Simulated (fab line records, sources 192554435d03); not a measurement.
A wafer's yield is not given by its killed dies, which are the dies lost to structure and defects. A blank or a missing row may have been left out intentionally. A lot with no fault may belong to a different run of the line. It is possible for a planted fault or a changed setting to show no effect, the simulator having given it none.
Matching of chambers	flow n5 finfet	cmp-03 running N5_HKMG_FIN_CMP_23: 4 sister chambers
The step polishes, stops on SiNx, t overpolish 10 s, target thk 46.326 nm. 8 wafers are shown with their chamber, then 9 later ones without.

== EACH WAFER AND ITS CHAMBER ==
wafer	chamber	motor current A (A)	time to endpoint s (s)
L087.3	1	11.7	14.4
L087.5	1	11.5	14.1
L088.1	2	10.5	13.1
L088.2	3	12.1	8.7
L088.5	0	12.2	12.2
L090.2	2	10.4	13.0
L090.3	0	12.2	14.2
L090.4	3	12.5	10.3

== WAFERS WHOSE CHAMBER IS MISSING ==
wafer	motor current A (A)	time to endpoint s (s)
L091.3	11.7	14.8
L091.5	10.6	13.1
L091.6	11.4	16.1
L094.1	11.8	13.5
L094.5	11.1	13.2
L094.6	10.3	13.6
L095.2	12.2	10.5
L095.3	12.1	13.5
L095.5	11.9	10.2

== EACH ONE'S CHAMBER ==
wafer	from the rows above	in truth
L091.3	1	1
L091.5	2	2
L091.6	1	1
L094.1	can't be placed: 1 or 0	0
L094.5	can't be placed: 1 or 2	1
L094.6	2	2
L095.2	can't be placed: 3 or 0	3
L095.3	0	0
L095.5	can't be placed: 3 or 0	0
5 of 9 placed correctly. From these rows, 4 cannot be placed; in 4 the true chamber is one of the candidates. Number placed wrongly: 0.
How it was worked out, from the rows above alone: a wafer's distance from a chamber is the root of the sum, over the readings, of the square of ((its reading less the chamber's mean) divided by the reading's scatter). If the next closest chamber is less than 2 further off than the closest, the wafer can't be placed; otherwise it belongs to the closest. For every chamber, the mean is computed from those of its wafers that are shown. How the scatter is found: for the shown wafers, subtract from each reading the mean of its chamber, square and add these, divide the total by (wafers less chambers), then take the root.
